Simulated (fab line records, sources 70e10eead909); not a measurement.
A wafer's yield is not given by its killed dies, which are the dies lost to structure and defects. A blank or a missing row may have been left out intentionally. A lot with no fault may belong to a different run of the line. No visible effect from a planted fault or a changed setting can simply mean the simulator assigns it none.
fab line records + flow nand_harc
[record]
- lots = 5
- wafers = 15
- last_day = 33
route steps=1302 shown A_CHANNEL_HOLE_D1@481 A_CHANNEL_FILL_D1@490 END@1302
lots with no fault: from the same line, run without faults
start_h: hours from the record's first day to the start of the lot's first wafer shown + wait_h: time in hours since the lot's previous step + " unchanged from the row above + L1.1+2: a row that stands for several wafers + - no value present, or no start provided + * or withheld: withheld + < > ~ a bound
route shown NAME@n: names a module that has steps shown in the file, with the first one's number in the route + usual: mean/standard deviation of fault-free wafers + same: alike in all rows + chamber/n: place in a boat + sites: per-site readings + _std_site: their standard deviation + _edge_site: the outer-site mean with the inner-site mean subtracted + radius_mm: how far each site lies from the wafer's centre + mask NAME#n: copy n + behind: the last tool/chamber to shape the wafer + hold: reason for holding the lot/hours on hold/outcome of the hold + device: whichever transistor did not switch (one of n, p or np) + end of line: tests of these same wafers at the route's end + a step given without rows: its recipe and nothing more + killed: at the first sort, the dies lost to defects and structure; wafer yield is something else + map: shows each die of a wafer: x if killed, . if not, _ if none is there
set.NAME: the setting as run; set.NAME@STEP: as run at that earlier step + model.NAME: the simulator's own value behind a step, which no gauge read
a table for each step, a row for each wafer; lots at some steps of the route
services: from which hour (start_h, from the record's first day; less than 0 if before it) a tool's chamber was out of use, for how many hours, and why
[[steps]]
[step NHARC_A_CHANNEL_HOLE_D1_STRIP_42]
[recipe]
- cf4_flow_sccm = 100
- chf3_flow_sccm = 30
- ar_flow_sccm = 0
- bias_w = 0
- chemistry = CF4/CHF3
[step NHARC_A_CHANNEL_HOLE_D1_STRIP_43]
[recipe]
- o2_flow_sccm = 400
- cos_flow_sccm = 20
- ar_flow_sccm = 0
- bias_w = 0
- chemistry = O2/COS
[step NHARC_A_CHANNEL_HOLE_D1_ETCH_44]
[recipe]
- target_depth_a = 1400
- overetch_a = 140
- time_s = 77
- ion_energy_ev = 100
- cf4_flow_sccm = 80
- o2_flow_sccm = 20
- ar_flow_sccm = 0
- rf_w = 300
- bias_w = 100
- chemistry = CF4/O2
[usual]
- drypump_motor_current_A = 5.7/0.42
- oes_product_au = 1.002/0.0097
- rf_vpp_V = 197.9/1.7
- showerhead_plenum_p_Torr = 1.34/0.069
- throttle_valve_pct = 13.397/0.009
| lot.wafer | tool        | chamber | start_h | wait_h | drypump_motor_current_A | oes_product_au | rf_hours_counter_h | rf_vpp_V | showerhead_plenum_p_Torr | throttle_valve_pct |
|-----------|-------------|---------|---------|--------|-------------------------|----------------|--------------------|----------|--------------------------|--------------------|
| L912.1    | rie_diel-12 | 1       | 213.48  | 0.4    | 5.7                     | 0.982          | 38                 | 198.9    | 1.40                     | 13.404             |
| L912.4    | "           | 2       | "       | "      | 6.2                     | 1.004          | 37                 | 196.8    | 1.30                     | 13.399             |
| L912.5    | "           | 0       | "       | "      | 5.9                     | 0.986          | -                  | 196.4    | 1.24                     | 13.399             |
| L914.1    | rie_diel-01 | 2       | 239.05  | 0.0    | 5.7                     | 1.012          | 7                  | 196.3    | 1.25                     | 13.401             |
| L914.3    | "           | 3       | "       | "      | 5.8                     | 0.994          | 7                  | 198.9    | 1.44                     | 13.400             |
| L914.4    | "           | 0       | "       | "      | 5.4                     | 0.995          | 9                  | 197.9    | 1.36                     | 13.395             |
| L924.4    | rie_diel-01 | 1       | 340.21  | 0.1    | 6.3                     | 1.004          | 41                 | 196.4    | 1.27                     | 13.392             |
| L924.2    | "           | 2       | "       | "      | 5.7                     | 1.013          | 28                 | 195.8    | 1.24                     | 13.409             |
| L924.5    | "           | 1       | "       | "      | 6.4                     | 1.011          | -                  | 196.8    | 1.27                     | 13.391             |
| L930.1    | rie_diel-04 | 3       | 390.21  | 0.1    | 5.2                     | 1.008          | 3                  | 198.9    | 1.41                     | 13.391             |
| L930.4    | "           | 0       | "       | "      | 5.8                     | 0.997          | 2                  | 199.1    | 1.36                     | 13.413             |
| L930.5    | "           | 2       | "       | "      | 5.2                     | 1.003          | -                  | 196.2    | 1.28                     | 13.365             |
| L931.3    | rie_diel-04 | 0       | 409.30  | 0.1    | 5.7                     | 1.002          | 4                  | 197.4    | 1.36                     | 13.415             |
| L931.4    | "           | 1       | "       | "      | 6.4                     | 0.997          | 4                  | 200.2    | 1.40                     | 13.414             |
| L931.5    | "           | 3       | "       | "      | 5.2                     | 1.009          | -                  | 200.9    | 1.40                     | 13.398             |
[step NHARC_A_CHANNEL_HOLE_D1_STRIP_27]
[recipe]
- o2_flow_sccm = 500
- ar_flow_sccm = 0
- bias_w = 0
- chemistry = O2
[usual]
- drypump_motor_current_A = 5.8/0.42
- oes_product_au = 1.001/0.01
- rf_vpp_V = 57.8/0.93
- showerhead_plenum_p_Torr = 3.55/0.17
- throttle_valve_pct = 17.037/0.0091
| lot.wafer | tool        | chamber | start_h | wait_h | drypump_motor_current_A | oes_product_au | rf_hours_counter_h | rf_vpp_V | showerhead_plenum_p_Torr | throttle_valve_pct |
|-----------|-------------|---------|---------|--------|-------------------------|----------------|--------------------|----------|--------------------------|--------------------|
| L912.1    | rie_diel-12 | 0       | -       | -      | 5.9                     | 0.993          | 43                 | 57.5     | 3.29                     | 17.047             |
| L912.4    | "           | 2       | "       | "      | 6.2                     | 1.014          | 37                 | 57.6     | 3.43                     | 17.035             |
| L912.5    | "           | 1       | "       | "      | 5.8                     | 0.999          | -                  | 58.5     | 3.69                     | 17.033             |
| L914.1    | rie_diel-01 | 3       | -       | -      | 5.8                     | 1.006          | 7                  | 59.1     | 3.80                     | 17.046             |
| L914.3    | "           | 0       | "       | "      | 5.4                     | 0.993          | 9                  | 58.0     | 3.58                     | 17.045             |
| L914.4    | "           | 1       | "       | "      | 6.4                     | 1.006          | 9                  | 57.2     | 3.37                     | 17.033             |
| L924.2    | rie_diel-01 | 1       | -       | -      | 6.4                     | 1.001          | 41                 | 57.3     | 3.35                     | 17.048             |
| L924.4    | "           | 3       | "       | "      | 5.8                     | 0.990          | 36                 | 58.3     | 3.79                     | 17.025             |
| L924.5    | "           | 2       | "       | "      | 5.7                     | 1.001          | -                  | 58.4     | 3.30                     | 17.029             |
| L930.4    | rie_diel-04 | 3       | -       | -      | 5.2                     | 1.006          | 3                  | 59.5     | 3.70                     | 17.028             |
| L930.1    | "           | 0       | "       | "      | 5.8                     | 0.992          | 3                  | 58.0     | 3.60                     | 17.023             |
| L930.5    | "           | 2       | "       | "      | 5.2                     | 0.999          | -                  | 57.9     | 3.39                     | 17.037             |
| L931.4    | rie_diel-04 | 2       | -       | -      | 5.2                     | 1.002          | 5                  | 57.1     | 3.39                     | 17.032             |
| L931.3    | "           | 3       | "       | "      | 5.2                     | 1.018          | 4                  | 56.6     | 3.70                     | 17.062             |
| L931.5    | "           | 2       | "       | "      | 5.2                     | 1.002          | -                  | 58.4     | 3.39                     | 17.036             |
[step NHARC_A_CHANNEL_HOLE_D1_PRECLEAN_28]
[recipe]
- time_s = *
- temp_c = 50
- bath_age_min = 0
- chemistry = SC1
[step NHARC_A_CHANNEL_HOLE_D1_SRD_29]
[step NHARC_A_CHANNEL_HOLE_D1_CD_MEAS_30]
[usual]
- cd_nm = 90.3/1.3
| lot.wafer | tool      | chamber | start_h | wait_h | cd_nm |
|-----------|-----------|---------|---------|--------|-------|
| L912.1    | cd_sem-02 | -       | 214.28  | -      | 89.2  |
| L912.4    | "         | -       | "       | "      | 88.7  |
| L912.5    | "         | -       | "       | "      | 90.5  |
| L914.1    | cd_sem-02 | -       | 239.85  | -      | 90.5  |
| L914.3    | "         | -       | "       | "      | 89.2  |
| L914.4    | "         | -       | "       | "      | 92.3  |
| L924.2    | cd_sem-02 | -       | 341.02  | -      | 91.3  |
| L924.4    | "         | -       | "       | "      | 89.4  |
| L924.5    | "         | -       | "       | "      | 88.6  |
| L930.1    | cd_sem-03 | -       | 390.99  | -      | 91.2  |
| L930.4    | "         | -       | "       | "      | 89.5  |
| L930.5    | "         | -       | "       | "      | 90.1  |
| L931.3    | cd_sem-02 | -       | 410.09  | -      | 91.3  |
| L931.4    | "         | -       | "       | "      | 90.5  |
| L931.5    | "         | -       | "       | "      | 91.0  |
[step NHARC_A_CHANNEL_HOLE_D1_XSEM_31]
[recipe]
- landing_energy_ev = 35000
[usual]
- bot_cd_nm = 74.8/1.3
- bow_nm = 8.64/0.18
- tilt_deg = 0.07/0.04
| lot.wafer | tool    | chamber | start_h | wait_h | bot_cd_nm | bow_nm | tilt_deg |
|-----------|---------|---------|---------|--------|-----------|--------|----------|
| L912.1    | xsem-01 | 0       | 214.36  | 0.1    | 73.8      | 8.65   | 0.13     |
| L912.4    | "       | 0       | "       | "      | 73.3      | 8.74   | 0.13     |
| L912.5    | "       | 0       | "       | "      | 74.8      | 8.62   | 0.13     |
| L914.1    | xsem-02 | 0       | 239.94  | 0.1    | 74.7      | 8.64   | 0.08     |
| L914.3    | "       | 0       | "       | "      | 73.9      | 8.69   | 0.08     |
| L914.4    | "       | 0       | "       | "      | 77.6      | 8.63   | 0.08     |
| L924.2    | xsem-02 | 0       | 341.11  | 0.1    | 75.2      | 8.74   | 0.10     |
| L924.4    | "       | 0       | "       | "      | 73.4      | 8.75   | 0.11     |
| L924.5    | "       | 0       | "       | "      | 72.7      | 8.72   | 0.10     |
| L930.1    | xsem-01 | 0       | 391.08  | 0.1    | 75.6      | 8.42   | -0.01    |
| L930.4    | "       | 0       | "       | "      | 74.7      | 8.47   | -0.01    |
| L930.5    | "       | 0       | "       | "      | 75.1      | 8.44   | -0.02    |
| L931.3    | xsem-01 | 0       | 410.17  | 0.1    | 75.2      | 8.35   | 0.05     |
| L931.4    | "       | 0       | "       | "      | 74.7      | 8.38   | 0.05     |
| L931.5    | "       | 0       | "       | "      | 74.7      | 8.23   | 0.05     |
[step NHARC_A_CHANNEL_HOLE_D1_INSPECT_40]
[usual]
- raw_defect_count = 75/24
| lot.wafer | tool              | chamber | start_h | wait_h | raw_defect_count |
|-----------|-------------------|---------|---------|--------|------------------|
| L912.1    | defect_inspect-01 | -       | 214.46  | -      | 114              |
| L912.4    | "                 | -       | "       | "      | 91               |
| L912.5    | "                 | -       | "       | "      | 113              |
| L914.1    | defect_inspect-02 | -       | 240.04  | -      | 109              |
| L914.3    | "                 | -       | "       | "      | 88               |
| L914.4    | "                 | -       | "       | "      | 72               |
| L924.2    | defect_inspect-02 | -       | 341.21  | -      | 100              |
| L924.4    | "                 | -       | "       | "      | 99               |
| L924.5    | "                 | -       | "       | "      | 90               |
| L930.1    | defect_inspect-02 | -       | 391.17  | -      | 36               |
| L930.4    | "                 | -       | "       | "      | 48               |
| L930.5    | "                 | -       | "       | "      | 61               |
| L931.3    | defect_inspect-01 | -       | 410.26  | -      | 31               |
| L931.4    | "                 | -       | "       | "      | 32               |
| L931.5    | "                 | -       | "       | "      | 52               |
[step NHARC_A_CHANNEL_FILL_D1_PRECLEAN_00]
[recipe]
- time_s = *
- temp_c = 50
- bath_age_min = 0
- chemistry = SC1
[step NHARC_A_CHANNEL_FILL_D1_SRD_01]
[step NHARC_A_CHANNEL_FILL_D1_ALD_02]
[recipe]
- target_thk_a = 60
- pulse_time_s = 10
- ald_cycles = 60
- temp_c = 300
- material = SiO2
[usual]
- heater_power_w = 472/48
- precursor_pulse_height_rel = 0.999/0.02
- susceptor_temp_C = 299.96/0.18
| lot.wafer | tool      | chamber | start_h | wait_h | heater_power_w | precursor_pulse_height_rel | susceptor_temp_C |
|-----------|-----------|---------|---------|--------|----------------|----------------------------|------------------|
| L912.1    | ald_hk-01 | 3       | 217.74  | -      | 472            | 1.015                      | 299.63           |
| L912.4    | "         | 0       | "       | "      | 368            | 1.015                      | 299.88           |
| L912.5    | "         | 3       | "       | "      | 450            | 1.002                      | 300.09           |
| L914.3    | ald_hk-01 | 2       | 240.23  | -      | 435            | 0.962                      | 299.76           |
| L914.1    | "         | 3       | "       | "      | 468            | 0.975                      | 299.89           |
| L914.4    | "         | 0       | "       | "      | 376            | 0.993                      | 299.84           |
| L924.4    | ald_hk-01 | 1       | 341.47  | -      | 455            | 1.003                      | -                |
| L924.2    | "         | 2       | "       | "      | 439            | 1.011                      | -                |
| L924.5    | "         | 0       | "       | "      | 383            | 1.001                      | -                |
| L930.1    | ald_hk-01 | 1       | 391.37  | -      | 437            | 0.976                      | 300.19           |
| L930.4    | "         | 0       | "       | "      | 396            | 0.997                      | 299.80           |
| L930.5    | "         | 2       | "       | "      | 445            | 0.981                      | 299.92           |
| L931.4    | ald_hk-01 | 2       | 410.46  | -      | 456            | 1.024                      | 299.83           |
| L931.3    | "         | 3       | "       | "      | 470            | 0.972                      | 300.17           |
| L931.5    | "         | 2       | "       | "      | 455            | 1.011                      | 299.71           |
[step NHARC_A_CHANNEL_FILL_D1_ALD_03]
[recipe]
- target_thk_a = 60
- pulse_time_s = 60
- ald_cycles = 58
- temp_c = 630
- pressure_torr = 2
- material = SiNx
[usual]
- precursor_pulse_height_rel = 0.999/0.02
- susceptor_temp_C = 629.98/0.3
| lot.wafer | tool             | chamber | start_h | wait_h | precursor_pulse_height_rel | susceptor_temp_C |
|-----------|------------------|---------|---------|--------|----------------------------|------------------|
| L912.1    | ald_sin_batch-03 | 0       | 221.20  | -      | 0.966                      | -                |
| L912.4    | "                | 0       | "       | "      | 1.005                      | -                |
| L912.5    | "                | 0       | "       | "      | 1.013                      | -                |
| L914.1    | ald_sin_batch-02 | 0       | 243.68  | -      | 0.997                      | -                |
| L914.3    | "                | 0       | "       | "      | 1.026                      | -                |
| L914.4    | "                | 0       | "       | "      | 1.009                      | -                |
| L924.2    | ald_sin_batch-03 | 0       | 344.84  | -      | 1.008                      | 606.74           |
| L924.4    | "                | 0       | "       | "      | 1.005                      | 606.61           |
| L924.5    | "                | 0       | "       | "      | 1.007                      | 606.98           |
| L930.1    | ald_sin_batch-01 | 0       | 394.81  | -      | 0.974                      | 629.96           |
| L930.4    | "                | 0       | "       | "      | 0.969                      | 630.10           |
| L930.5    | "                | 0       | "       | "      | 1.000                      | 629.86           |
| L931.3    | ald_sin_batch-01 | 0       | 413.90  | -      | 0.999                      | -                |
| L931.4    | "                | 0       | "       | "      | 0.993                      | -                |
| L931.5    | "                | 0       | "       | "      | 1.030                      | -                |
[step NHARC_A_CHANNEL_FILL_D1_ALD_14]
[recipe]
- target_thk_a = 25
- pulse_time_s = 10
- ald_cycles = 25
- temp_c = 300
- material = SiO2
[usual]
- heater_power_w = 474/44
- precursor_pulse_height_rel = 1.000/0.02
- susceptor_temp_C = 300.00/0.21
| lot.wafer | tool      | chamber | start_h | wait_h | heater_power_w | precursor_pulse_height_rel | susceptor_temp_C |
|-----------|-----------|---------|---------|--------|----------------|----------------------------|------------------|
| L912.1    | ald_hk-01 | 3       | 224.75  | 0.1    | 472            | 0.998                      | 300.01           |
| L912.4    | "         | 1       | "       | "      | 481            | 0.996                      | 300.40           |
| L912.5    | "         | 3       | "       | "      | 467            | 1.034                      | 300.04           |
| L914.4    | ald_hk-01 | 3       | 247.22  | 0.0    | 466            | 0.998                      | 299.74           |
| L914.3    | "         | 1       | "       | "      | 473            | 0.974                      | 299.87           |
| L914.1    | "         | 2       | "       | "      | 456            | 1.009                      | 300.13           |
| L924.4    | ald_hk-03 | 2       | 348.51  | 0.1    | 501            | 1.011                      | 300.08           |
| L924.2    | "         | 3       | "       | "      | 486            | 1.040                      | 300.24           |
| L924.5    | "         | 2       | "       | "      | 488            | 1.025                      | 299.91           |
| L930.1    | ald_hk-04 | 0       | 398.49  | 0.1    | 498            | 1.015                      | 299.86           |
| L930.4    | "         | 1       | "       | "      | 522            | 0.977                      | 299.94           |
| L930.5    | "         | 0       | "       | "      | 493            | 0.959                      | 299.89           |
| L931.3    | ald_hk-01 | 0       | 417.50  | 0.1    | 386            | 0.997                      | 299.59           |
| L931.4    | "         | 1       | "       | "      | 447            | 1.012                      | 300.17           |
| L931.5    | "         | 3       | "       | "      | 481            | 0.975                      | 299.68           |
[step NHARC_END_SORT_01]
[recipe]
- temp_c = 25
[usual]
- killed_at_array = 55/20
- killed_at_other = 1.1/1.2
- killed_at_periphery = 3.8/2.8
- killed_dies = 60/19
- killed_open = 3.4/1.9
- killed_short = 2.2/1.5
[same]
- gross_dies = 677
| lot.wafer | tool      | chamber | start_h | wait_h | killed_at_array | killed_at_other | killed_at_periphery | killed_dies | killed_open | killed_short |
|-----------|-----------|---------|---------|--------|-----------------|-----------------|---------------------|-------------|-------------|--------------|
| L912.1    | prober-01 | 0       | 574.56  | 2.5    | 60              | 0               | 3                   | 63          | 7           | 2            |
| L912.4    | prober-01 | 0       | 576.95  | 3.4    | 57              | 0               | 2                   | 59          | 2           | 0            |
| L912.5    | prober-01 | 0       | 577.75  | 3.7    | 66              | 0               | 0                   | 66          | 5           | 1            |
// killed by level:class
L912.1 A_CHANNEL_HOLE_D1:chamber_film_flake=34 A_STAIRCASE:chamber_film_flake=6 A_CHANNEL_HOLE_D2:chamber_film_flake=5 A_CONTACT:chamber_film_flake=4 A_M0:geometric_particle:open=3 A_CHANNEL_FILL_D1:geometric_particle:open=2 P_M0:geometric_particle:open=1 A_CHANNEL_FILL_D1:geometric_particle:short=1
L912.4 A_CHANNEL_HOLE_D1:chamber_film_flake=37 A_CHANNEL_HOLE_D2:chamber_film_flake=6 A_STAIRCASE:chamber_film_flake=5 A_CONTACT:chamber_film_flake=4 P_CONTACT:geometric_particle:open=1 A_WL_FILL:geometric_particle:open=1 P_M2:chamber_film_flake=1 A_ZERO_WELL:chamber_film_flake=1
L912.5 A_CHANNEL_HOLE_D1:chamber_film_flake=35 A_CHANNEL_HOLE_D2:chamber_film_flake=11 A_STAIRCASE:chamber_film_flake=6 A_CONTACT:chamber_film_flake=3 A_CHANNEL_FILL_D2:geometric_particle:open=2 A_CHANNEL_FILL_D1:chamber_film_flake=2 A_ONON_D1:geometric_particle:short=1 A_ONON_D1:geometric_particle:open=1
[[services]]
| tool             | chamber | start_h | hours | kind       |
|------------------|---------|---------|-------|------------|
| ald_hk-03        | -       | 189.82  | 0.7   | repair     |
| rie_diel-12      | 3       | 192.68  | 3.1   | repair     |
| rie_diel-01      | -       | 204.57  | 9.0   | pm         |
| ald_hk-03        | -       | 212.00  | 10.0  | pm         |
| rie_diel-12      | -       | 242.81  | 0.4   | repair     |
| ald_hk-04        | -       | 255.76  | 10.0  | pm         |
| rie_diel-04      | 3       | 262.61  | 12.8  | repair     |
| ald_sin_batch-02 | -       | 266.00  | 26.0  | pm         |
| rie_diel-12      | -       | 268.49  | 9.0   | pm         |
| rie_diel-01      | 2       | 288.57  | 21.9  | repair     |
| rie_diel-04      | -       | 290.35  | 15.8  | repair     |
| ald_hk-01        | -       | 296.00  | 10.0  | pm         |
| ald_hk-01        | 0       | 296.00  | 10.0  | vent_cycle |
| ald_hk-01        | 1       | 296.00  | 10.0  | vent_cycle |
| ald_hk-01        | 2       | 296.00  | 10.0  | vent_cycle |
| rie_diel-01      | 0       | 306.25  | 14.8  | repair     |
| ald_sin_batch-01 | -       | 312.16  | 2.8   | repair     |
| rie_diel-04      | 1       | 325.86  | 15.0  | repair     |
| rie_diel-04      | -       | 350.92  | 0.2   | repair     |
| rie_diel-04      | -       | 354.90  | 9.0   | pm         |
| xsem-01          | -       | 374.00  | 14.0  | pm         |
| rie_diel-01      | 3       | 377.64  | 4.2   | repair     |
| rie_diel-01      | -       | 381.57  | 9.0   | pm         |
| rie_diel-01      | 0       | 401.71  | 7.1   | repair     |
[[key]]
[first_sign]
- step = NHARC_A_CHANNEL_FILL_D1_ALD_03
- reading = susceptor_temp_C
- direction = down
- sigmas = 78
- usual = *
- struck = *
effect none on later readings
met_at NHARC_A_CHANNEL_FILL_D1_ALD_03
struck_wafers L924.2,L924.4,L924.5
tester_left_out L924
onset_between 221.20 344.84
[fault]
- kind = process_parameter_drift
- tool = ald_sin_batch-03
- chamber = -
- onset_h = 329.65
- steps = NHARC_A_CHANNEL_FILL_D1_ALD_03,NHARC_A_CHANNEL_FILL_D1_ALD_15,NHARC_A_CHANNEL_FILL_D2_ALD_03,NHARC_A_CHANNEL_FILL_D2_ALD_15
- channel = temp_c
- offset = *
- shape = step
- end_h = 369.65
- stated = *
// tester_left_out: of these lots the tester's yield and bins aren't shown, on N5 and GAA mostly nor the transistor test; their killed dies are dies lost to structure and defects alone, not to doping, threshold or leakage, so they don't give the yield
